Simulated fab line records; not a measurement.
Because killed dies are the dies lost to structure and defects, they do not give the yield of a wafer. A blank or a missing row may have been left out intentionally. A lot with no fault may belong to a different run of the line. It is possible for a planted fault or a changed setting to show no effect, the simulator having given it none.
Matching of chambers -- flow nand-harc -- NHARC_A_CONTACT_DESCUM_47 on rie-diel-12 has 4 sister chambers
The step chemistry O2, time 3 s. 4 wafers are shown with their chamber, then 9 later ones without.

## WAFERS, EACH WITH ITS CHAMBER
wafer,chamber,drypump-motor-current-A (A)
L078.2,2,6.0
L089.2,1,5.6
L089.3,0,5.6
L089.6,3,5.1

## WAFERS WITHOUT THEIR CHAMBER
wafer,drypump-motor-current-A (A)
L092.2,5.6
L092.3,5.6
L092.5,5.1
L094.1,5.1
L094.3,5.6
L094.5,6.0
L095.2,5.1
L095.4,5.5
L095.5,5.6

## WHICH CHAMBER EACH WENT THROUGH
wafer,from the rows above,in truth
L092.2,can't be placed: 0 or 1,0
L092.3,can't be placed: 0 or 1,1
L092.5,3,3
L094.1,3,3
L094.3,can't be placed: 0 or 1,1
L094.5,2,2
L095.2,3,3
L095.4,can't be placed: 0 or 1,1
L095.5,can't be placed: 0 or 1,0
Placed correctly: 4 of 9. Can't be placed from these rows: 5 (the true chamber is among the candidates in 5). Wrongly placed: 0.
How it was worked out, from the rows above alone: a wafer's distance from a chamber is the root of the sum, over the readings, of the square of ((its reading less the chamber's mean) divided by the reading's scatter). If the next closest chamber is less than 2 further off than the closest, the wafer can't be placed; otherwise it belongs to the closest. A chamber's mean is the mean of its shown wafers. The scatter (one wafer shown for each chamber): square how far every hidden wafer sits from the nearest shown wafer, average those squares and take the square root.
